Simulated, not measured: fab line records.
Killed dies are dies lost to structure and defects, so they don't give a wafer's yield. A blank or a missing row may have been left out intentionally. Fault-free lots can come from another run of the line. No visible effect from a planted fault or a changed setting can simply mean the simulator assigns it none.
Which tool was responsible? | flow n5Finfet | 36 wafers sampled from 12 lots at 1 step of a route of 1938

WHAT THE GAUGES SHOWED, per wafer
N5_BEOL_M11_THK_MEAS_01.
lot  | measured     | on           | M11_ILD_THK (nm)
L074 | day 11 00:05 | filmMetro-02 | 267 266 273
L077 | day 13 03:05 | filmMetro-02 | 263 269 278
L083 | day 13 13:40 | filmMetro-02 | 265 264 272
L081 | day 13 20:03 | filmMetro-01 | 261 266 272
L082 | day 14 07:47 | filmMetro-01 | 266 257 266
L086 | day 14 21:59 | filmMetro-01 | 268 272 266
L088 | day 15 06:35 | filmMetro-02 | 266 264 264
L091 | day 15 20:29 | filmMetro-01 | 264 266 266
L093 | day 16 12:37 | filmMetro-01 | 266 273 269
L094 | day 16 21:50 | filmMetro-01 | 268 269 275
L095 | day 17 05:52 | filmMetro-01 | 269 277 273
L097 | day 17 23:52 | filmMetro-02 | 272 264 272

WHAT TOOL EACH LOT RAN ON (gives the tool, then ch and the chambers of the sampled wafers, and finally the start)
Before these readings, the record contains no process step.

THE ANSWER, worked out from the rows above alone
Rule: the usual values come from the lots themselves. Put in order of their means at a reading, lots are off if they are a third of the lots or fewer, leave a main group of 4 or more, and stand apart from it by a gap of 3 or more times the standard deviation of the main group's means; of several such gaps the widest counts. A main group is skipped when, at the precision printed for the reading in the tables above, its means are all equal. Also off: a lot with no number at a reading for which 4 or more lots have one. Any other lot the step has rows for is counted as sound.
No lot is off on any of the readings shown, so nothing can be concluded from this.

WHAT THE SIMULATOR HAD PUT IN
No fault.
